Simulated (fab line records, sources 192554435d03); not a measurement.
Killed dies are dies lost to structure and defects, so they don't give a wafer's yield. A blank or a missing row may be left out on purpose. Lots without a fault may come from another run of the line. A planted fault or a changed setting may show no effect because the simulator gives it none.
Split-lot experiment | flow n5_finfet | 7 lots, 21 wafers read, on a route of 1938 steps

THE SPLIT
At N5_BEOL_M1_TRENCH_ETCH_37 (etches SiOC in C4F6/O2, target depth 55.207 nm, time 29 s), the setting time_s was moved away from the recipe's 29 s on 5 of the 21 wafers read, by -14.1% to +18.5%. The other wafers ran this setting at the recipe's value.

FROM THE SPLIT TO THE READING: what the file shows between them, 2 steps
- N5_BEOL_M1_ETCH_41: etches SiCN in CH3F/O2, target depth 31.9 nm, time 57.8 s
- N5_BEOL_M1_STRIP_97: strips in N2/H2, time 10 s

THE READING
trench_depth_nm, in nm, at N5_BEOL_M1_OCD_MEAS_38. Fault-free wafers of this fab line usually give 55.1 nm, standard deviation 0.94 nm.

wafer  | tool, chamber at the split | time_s as run, s | against the recipe | trench_depth_nm, nm | against lot-mates on the recipe
L075.1 | rie_diel-02, 0             | 29               | recipe             | 55.7                | -
L075.4 | rie_diel-02, 1             | 29               | recipe             | 55.2                | -
L075.5 | rie_diel-02, 1             | 24.9             | -14.1%             | 47.7                | -7.8
L079.4 | rie_diel-06, 0             | 29               | recipe             | 54.9                | -
L079.5 | rie_diel-06, 2             | 29               | recipe             | 54.9                | -
L079.6 | rie_diel-06, 1             | 29               | recipe             | 56.3                | -
L085.2 | rie_diel-02, 2             | 29               | recipe             | 54.3                | -
L085.3 | rie_diel-02, 0             | 29               | recipe             | 55.5                | -
L085.6 | rie_diel-02, 1             | 24.95            | -14.0%             | 47.2                | -7.7
L092.2 | rie_diel-06, 2             | 29               | recipe             | 55.1                | -
L092.3 | rie_diel-06, 2             | 33.29            | +14.8%             | 62.8                | +7.4
L092.4 | rie_diel-06, 3             | 29               | recipe             | 55.6                | -
L093.4 | rie_diel-06, 3             | 29               | recipe             | 54.1                | -
L093.5 | rie_diel-06, 3             | 29               | recipe             | 54.4                | -
L093.6 | rie_diel-06, 3             | 29               | recipe             | 54.7                | -
L095.1 | rie_diel-02, 2             | 29               | recipe             | 55.1                | -
L095.4 | rie_diel-02, 3             | 29               | recipe             | 56.7                | -
L095.5 | rie_diel-02, 2             | 29               | recipe             | 55.0                | -
L097.2 | rie_diel-02, 3             | 34.36            | +18.5%             | 66.5                | +11.8
L097.3 | rie_diel-02, 2             | 29               | recipe             | 54.7                | -
L097.5 | rie_diel-02, 3             | 34.36            | +18.5%             | 66.7                | +12.0

THE FIT
A straight line over all 21 wafers: trench_depth_nm changes by +0.579 nm for each +1% of time_s; r = +0.99; the points scatter about the line by 0.72 nm.
The same after taking each lot's own level away (the mean of its wafers on the recipe; 21 wafers): +0.59 nm for each +1%; r = +0.99; scatter 0.66 nm.
On that fit, the largest move of time_s shifts the reading by 11 nm.
The lots' own levels span 54.40 to 55.60 nm, that is 1.3 times the standard deviation above.
So the lot-to-lot level changes the slope little: the two slopes agree.
Check: with one of the wafers moved furthest among these (+18.5%) left out of the fit, the line predicts +10.7 nm for it against its lot-mates. It came out at +11.8 nm against them.

OTHER SPLITS ON THESE WAFERS
These wafers also went through other splits before the reading. Each is held against what the fit with the lots' levels taken away leaves over:
other split on the same wafers    | wafers away from the commonest value | r with trench_depth_nm (lot level and that fit taken away)
N5_BEOL_M0_SAQP_PEB_12 peb_time_s | 5                                    | -0.33
N5_BEOL_M1_PECVD_72 temp_c        | 7                                    | +0.20
N5_BEOL_M1_COAT_61 spin_rpm       | 7                                    | -0.41

THE WHOLE CHAIN: every reading that the file lists as answering this split, in the file's order
step                      | what it does                                              | reading                                                                   | change (the file's fit)               | r (the file's)
N5_BEOL_M1_TRENCH_ETCH_37 | etches SiOC in C4F6/O2, target depth 55.207 nm, time 29 s | BEOL_M1.feature_depth_nm (the simulator's own value, which no gauge read) | +0.596 nm for each +1% of the setting | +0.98
N5_BEOL_M1_TRENCH_ETCH_37 | etches SiOC in C4F6/O2, target depth 55.207 nm, time 29 s | etch.depth_nm (the simulator's own value, which no gauge read)            | +0.594 nm for each +1% of the setting | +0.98
N5_BEOL_M1_OCD_MEAS_38    |                                                           | trench_depth_nm                                                           | +0.574 nm for each +1% of the setting | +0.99

THE FILE'S OWN FIT
trench_depth_nm changes by +0.574 nm for each +1% of time_s, r = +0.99.
